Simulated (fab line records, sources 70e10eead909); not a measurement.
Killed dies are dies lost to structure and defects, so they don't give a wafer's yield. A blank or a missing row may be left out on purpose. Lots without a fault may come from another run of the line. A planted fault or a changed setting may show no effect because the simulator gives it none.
Chamber matching | flow nand_harc | NHARC_P_M2_DEP_33 on pecvd-03: 3 sister chambers
The step deposits SiCN, target thk 30 nm. 6 wafers are shown with their chamber, then 7 later ones without.

WAFERS WITH THEIR CHAMBER
wafer  | chamber | heater_power_w (W)
L775.6 | 0       | 438
L779.1 | 0       | 522
L779.2 | 2       | 400
L779.3 | 1       | 661
L780.3 | 2       | 484
L780.4 | 1       | 662

WAFERS WITHOUT THEIR CHAMBER
wafer  | heater_power_w (W)
L780.6 | 527
L781.2 | 494
L781.4 | 492
L781.5 | 487
L784.1 | 497
L784.3 | 681
L784.6 | 500

WHICH CHAMBER EACH WENT THROUGH
wafer  | from the rows above          | in truth
L780.6 | can't be placed: 0 or 2 or 1 | 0
L781.2 | can't be placed: 0 or 2      | 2
L781.4 | can't be placed: 0 or 2      | 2
L781.5 | can't be placed: 0 or 2      | 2
L784.1 | can't be placed: 0 or 2      | 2
L784.3 | 1                            | 1
L784.6 | can't be placed: 0 or 2      | 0
Placed correctly: 1 of 7. Can't be placed from these rows: 6 (the true chamber is among the candidates in 6). Placed wrongly: 0.
How it was worked out, from the rows above alone: a wafer's distance from a chamber is the root of the sum, over the readings, of the square of ((its reading less the chamber's mean) divided by the reading's scatter). The wafer belongs to the nearest chamber; if the next one is less than 2 further off, it can't be placed. A chamber's mean is the mean of its shown wafers. The scatter: the root of (the sum of the squares of (reading less its chamber's mean) over the shown wafers, divided by (wafers less chambers)).
